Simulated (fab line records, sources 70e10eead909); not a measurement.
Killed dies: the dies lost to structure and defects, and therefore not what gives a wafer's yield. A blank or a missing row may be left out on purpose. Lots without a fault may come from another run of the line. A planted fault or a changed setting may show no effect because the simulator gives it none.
Chamber matching | flow nand harc | NHARC_A_M1_STRIP_18 on rie diel-03 has 4 sister chambers
The step strips in N2/H2. 4 wafers are shown with their chamber, then 7 later ones without.

## WAFERS PAIRED WITH THEIR CHAMBERS
wafer  | chamber | drypump motor current A (A)
L487.1 | 1       | 5.3
L487.3 | 2       | 5.9
L497.2 | 0       | 5.6
L497.5 | 3       | 6.0

## WAFERS WITHOUT THEIR CHAMBER
wafer  | drypump motor current A (A)
L497.6 | 5.9
L500.1 | 5.9
L500.4 | 6.1
L500.6 | 5.3
L502.1 | 5.3
L502.2 | 5.5
L502.4 | 5.8

## EACH ONE'S CHAMBER
wafer  | from the rows above          | in truth
L497.6 | can't be placed: 2 or 3      | 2
L500.1 | can't be placed: 2 or 3      | 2
L500.4 | can't be placed: 3 or 2      | 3
L500.6 | 1                            | 1
L502.1 | 1                            | 1
L502.2 | can't be placed: 0 or 1      | 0
L502.4 | can't be placed: 2 or 0 or 3 | 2
Correct placement for 2 of the 7. Unplaceable from these rows: 5, with the true chamber sitting among the candidates in 5. Number placed wrongly: 0.
How it was worked out, from the rows above alone: a wafer's distance from a chamber is the root of the sum, over the readings, of the square of ((its reading less the chamber's mean) divided by the reading's scatter). The wafer belongs to the nearest chamber; if the next one is less than 2 further off, it can't be placed. For every chamber, the mean is computed from those of its wafers that are shown. The scatter: root of mean squared gap, hidden wafer to nearest shown wafer, with one shown wafer a chamber.
